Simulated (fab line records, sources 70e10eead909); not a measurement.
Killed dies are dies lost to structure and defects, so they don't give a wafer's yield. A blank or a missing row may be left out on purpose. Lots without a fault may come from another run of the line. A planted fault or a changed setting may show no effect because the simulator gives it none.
One fault seen from 3 desks | flow nand_harc | each desk has only its own numbers; what lay behind them comes last

THE TOOL OWNER'S DESK: furnace-05
The tool's own readings at NHARC_P_STI_OXIDE_29 (material SiO2, target thk 10 nm, ox time 1362 s): means of the sampled wafers that have a number, for each lot that ran on this tool. A lot is out of limits, marked OUT, if its mean lies more than 4 standard deviations from the usual mean; the brackets give that distance.
Columns: A = spike_tc_top_C at NHARC_P_STI_OXIDE_29, usual 907.0 C; B = zone_power_upper_pct at NHARC_P_STI_OXIDE_29, usual 18.1 %
lot  | first seen here | A     | B
L213 | day 2 08:25     | 909.3 | 17.1
L220 | day 4 09:44     | 909.7 | 16.9
L221 | day 4 09:44     | 908.5 | 17.0
L222 | day 4 18:13     | 910.1 | 17.0
This desk's finding: nothing out of limits on any of the 4 lots.

THE DEFECT DESK
What the inspections along the route counted, lot by lot: means of the sampled wafers that have a number. A lot is out of limits, marked OUT, if its mean lies more than 4 standard deviations from the usual mean; the brackets give that distance.
Columns: A = raw_defect_count at NHARC_P_STI_INSPECT_11, usual 5
lot  | first seen here | A
L211 | day 2 11:13     | 4
L213 | day 2 20:08     | 5
L214 | day 3 06:05     | 3
L218 | day 4 04:44     | 4
L221 | day 4 21:11     | 1194 (+99 or more) OUT
L220 | day 4 21:22     | 1228 (+99 or more) OUT
L222 | day 5 05:40     | 1244 (+99 or more) OUT
L224 | day 5 18:56     | 7
L226 | day 6 08:09     | 8
L227 | day 6 13:58     | 7
L231 | day 7 11:25     | 5
L232 | day 7 23:08     | 4
L233 | day 7 23:10     | 6
This desk's finding: out of limits on L220, L221, L222; first on L221, day 4 21:11 (raw_defect_count at NHARC_P_STI_INSPECT_11). In limits: L211, L213, L214, L218, L224, L226, L227, L231, L232, L233.

THE METROLOGY DESK
What the gauges read, lot by lot, whatever tool the lot ran on: means of the sampled wafers that have a number. A lot is out of limits, marked OUT, if its mean lies more than 4 standard deviations from the usual mean; the brackets give that distance.
Columns: A = cd_nm at NHARC_P_ZERO_WELL_CD_MEAS_24, usual 719.5 nm; B = overlay_x_nm at NHARC_P_STI_OVL_MEAS_10, usual 0 nm; C = overlay_y_nm at NHARC_P_STI_OVL_MEAS_10, usual 1 nm
lot  | first seen here | A     | B  | C
L211 | day 1 14:20     | 722.0 | -3 | -5
L213 | day 2 02:41     | 720.0 | 14 | -3
L214 | day 2 08:28     | 719.7 | -6 | -7
L218 | day 3 08:35     | 720.3 | -1 | 5
L220 | day 3 20:35     | 717.8 | -7 | -0
L221 | day 4 02:35     | 719.5 | -3 | -7
L222 | day 4 08:29     | 720.6 | 4  | 2
L224 | day 4 20:28     | 719.6 | -1 | -4
L226 | day 5 08:28     | 717.6 | -7 | 9
L227 | day 5 14:28     | 719.2 | -1 | 4
L231 | day 6 14:37     | 719.5 | 1  | -6
L232 | day 6 20:34     | 719.0 | -6 | 6
L233 | day 7 02:28     | 718.3 | -1 | -5
This desk's finding: nothing out of limits on any of the 13 lots.

PUT TOGETHER
The defect desk could have raised an alarm at day 4 21:11, on L220, L221, L222.
The tool owner's desk saw nothing out of limits.
The metrology desk saw nothing out of limits.
The tool owner's desk has L220, L221, L222 on record, within its limits.
The metrology desk has L220, L221, L222 on record, within its limits.
Of the lots named, all ran NHARC_P_STI_OXIDE_29 on furnace-05.

WHAT THE SIMULATOR HAD PUT IN
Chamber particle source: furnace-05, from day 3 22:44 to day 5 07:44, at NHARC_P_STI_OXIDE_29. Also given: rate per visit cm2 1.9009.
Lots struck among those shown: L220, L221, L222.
Hours from the fault's start to each desk's first reading out of limits: the defect desk, 22.
